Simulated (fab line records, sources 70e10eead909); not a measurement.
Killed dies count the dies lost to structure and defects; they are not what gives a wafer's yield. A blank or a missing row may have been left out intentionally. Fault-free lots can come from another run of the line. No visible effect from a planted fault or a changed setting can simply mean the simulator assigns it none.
Chamber matching -- flow nand-harc -- rie-diel-10 running NHARC_A_CHANNEL_HOLE_D1_ETCH_16: 4 sister chambers
The step etches the open film in O2/COS, target depth 3100 nm, time 806 s. 14 wafers are shown with their chamber, then 7 later ones without.

WAFERS WITH THEIR CHAMBER
wafer,chamber,showerhead-plenum-p-Torr (Torr),drypump-motor-current-A (A),run-length-s (s)
L455.1,2,3.08,5.6,827.3
L455.4,0,3.21,5.3,827.1
L455.5,1,3.00,5.1,826.8
L456.3,2,3.08,5.6,827.6
L456.5,3,3.04,5.8,827.4
L456.6,2,3.08,5.6,827.9
L460.1,2,3.08,5.6,827.5
L460.2,0,3.20,5.3,827.5
L460.3,1,3.00,5.1,826.5
L462.1,2,3.08,5.6,827.8
L462.2,3,3.04,5.8,828.2
L462.5,0,3.20,5.3,827.6
L467.2,3,3.03,5.7,827.4
L467.4,2,3.07,5.6,827.5

SIGNATURES (averages over the wafers above)
reading,chamber 0,chamber 1,chamber 2,chamber 3,scatter within a chamber
showerhead-plenum-p-Torr,3.2033,3.0000,3.0783,3.0367,0.00465
drypump-motor-current-A,5.300,5.100,5.600,5.767,0.0258
run-length-s,827.400,826.650,827.600,827.667,0.292
Rule: for a wafer and a chamber, the distance is found by dividing, reading by reading, the gap between the wafer's reading and the chamber's mean by the reading's scatter, squaring, summing and taking the root. The wafer belongs to the nearest chamber; if the next one is less than 2 further off, it can't be placed. The scatter: the root of (the sum of the squares of (reading less its chamber's mean) over the shown wafers, divided by (wafers less chambers)).

WAFERS WITH NO CHAMBER GIVEN
wafer,showerhead-plenum-p-Torr (Torr),drypump-motor-current-A (A),run-length-s (s)
L468.3,3.03,5.7,827.7
L468.5,2.99,5.1,826.7
L469.1,2.99,5.1,826.7
L469.4,3.07,5.6,827.3
L474.1,3.07,5.6,827.3
L474.2,2.99,5.1,826.5
L474.5,2.99,5.1,827.2

WHICH CHAMBER EACH ONE RAN IN
wafer,from the rows above,in truth
L468.3,3,3
L468.5,1,1
L469.1,1,1
L469.4,2,2
L474.1,2,2
L474.2,1,1
L474.5,1,1
7 of 7 placed correctly. Can't be placed from these rows: 0. Placed wrongly: 0.
